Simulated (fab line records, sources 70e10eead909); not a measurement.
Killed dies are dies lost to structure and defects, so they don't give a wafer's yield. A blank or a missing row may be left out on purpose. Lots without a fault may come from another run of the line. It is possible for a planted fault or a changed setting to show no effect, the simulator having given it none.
Matching of chambers :: flow nand_harc :: rie_diel-05 running NHARC_A_M1_DESCUM_14: 4 sister chambers
The step chemistry O2, time 3 s. 4 wafers are shown with their chamber, then 8 later ones without.

== WAFERS, EACH WITH ITS CHAMBER ==
wafer: L077.3
chamber: 3
oes_product_au (a.u.): 1.004

wafer: L077.6
chamber: 2
oes_product_au (a.u.): 0.987

wafer: L084.6
chamber: 0
oes_product_au (a.u.): 1.003

wafer: L083.2
chamber: 1
oes_product_au (a.u.): 1.010

== WAFERS WITHOUT THEIR CHAMBER ==
wafer: L083.3
oes_product_au (a.u.): 0.996

wafer: L083.5
oes_product_au (a.u.): 1.006

wafer: L096.3
oes_product_au (a.u.): 1.003

wafer: L096.5
oes_product_au (a.u.): 1.011

wafer: L096.6
oes_product_au (a.u.): 0.998

wafer: L097.1
oes_product_au (a.u.): 1.014

wafer: L097.5
oes_product_au (a.u.): 1.016

wafer: L097.6
oes_product_au (a.u.): 1.001

== CHAMBER TAKEN BY EACH ==
wafer: L083.3
from the rows above: can't be placed: 0 or 3 or 2 or 1
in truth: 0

wafer: L083.5
from the rows above: can't be placed: 3 or 0 or 1
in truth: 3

wafer: L096.3
from the rows above: can't be placed: 0 or 3 or 1
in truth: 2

wafer: L096.5
from the rows above: can't be placed: 1 or 3 or 0
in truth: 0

wafer: L096.6
from the rows above: can't be placed: 0 or 3 or 2 or 1
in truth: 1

wafer: L097.1
from the rows above: can't be placed: 1 or 3 or 0
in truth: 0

wafer: L097.5
from the rows above: can't be placed: 1 or 3 or 0
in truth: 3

wafer: L097.6
from the rows above: can't be placed: 0 or 3 or 1
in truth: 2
Placed correctly: 0 of 8. Can't be placed from these rows: 8 (the true chamber is among the candidates in 6). 0 placed wrongly.
How it was worked out, from the rows above alone: a wafer's distance from a chamber is the root of the sum, over the readings, of the square of ((its reading less the chamber's mean) divided by the reading's scatter). The wafer belongs to the nearest chamber; if the next one is less than 2 further off, it can't be placed. For every chamber, the mean is computed from those of its wafers that are shown. The scatter (one wafer shown for each chamber): square how far every hidden wafer sits from the nearest shown wafer, average those squares and take the square root.
